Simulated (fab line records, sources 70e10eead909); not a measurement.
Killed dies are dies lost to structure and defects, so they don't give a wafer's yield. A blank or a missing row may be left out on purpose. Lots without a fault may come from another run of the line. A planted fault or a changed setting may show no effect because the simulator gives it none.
Chamber matching | flow nand_harc | NHARC_P_CONTACT_ALD_22 on ald_metal-04: 4 sister chambers
The step deposits TiN, target thk 3 nm, pulse time 1 s, ald cycles 150. 8 wafers are shown with their chamber, then 8 later ones without.

WAFERS WITH THEIR CHAMBER
wafer  | chamber | heater_power_w (W) | precursor_pulse_height_rel
L078.6 | 1       | 1079               | 1.011
L085.1 | 0       | 1126               | 1.022
L085.3 | 3       | 1155               | 0.980
L089.2 | 0       | 1124               | 0.980
L091.1 | 2       | 1024               | 1.072
L091.3 | 3       | 1151               | 1.004
L091.6 | 1       | 1125               | 1.001
L093.1 | 2       | 1104               | 0.996

WAFERS WITHOUT THEIR CHAMBER
wafer  | heater_power_w (W) | precursor_pulse_height_rel
L093.4 | 1090               | 0.993
L093.5 | 1095               | 0.995
L096.3 | 1106               | 1.031
L096.4 | 1096               | 0.995
L096.5 | 1083               | 0.990
L097.1 | 1099               | 0.999
L097.4 | 1114               | 1.007
L097.5 | 1054               | 0.993

WHICH CHAMBER EACH WENT THROUGH
wafer  | from the rows above               | in truth
L093.4 | can't be placed: 1 or 0 or 2 or 3 | 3
L093.5 | can't be placed: 1 or 0 or 2 or 3 | 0
L096.3 | can't be placed: 1 or 0 or 2 or 3 | 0
L096.4 | can't be placed: 1 or 0 or 2 or 3 | 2
L096.5 | can't be placed: 1 or 0 or 2 or 3 | 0
L097.1 | can't be placed: 1 or 0 or 2 or 3 | 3
L097.4 | can't be placed: 1 or 0 or 3 or 2 | 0
L097.5 | can't be placed: 2 or 1 or 0 or 3 | 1
Placed correctly: 0 of 8. Can't be placed from these rows: 8 (the true chamber is among the candidates in 8). Placed wrongly: 0.
How it was worked out, from the rows above alone: a wafer's distance from a chamber is the root of the sum, over the readings, of the square of ((its reading less the chamber's mean) divided by the reading's scatter). The wafer belongs to the nearest chamber; if the next one is less than 2 further off, it can't be placed. A chamber's mean is the mean of its shown wafers. The scatter: the root of (the sum of the squares of (reading less its chamber's mean) over the shown wafers, divided by (wafers less chambers)).
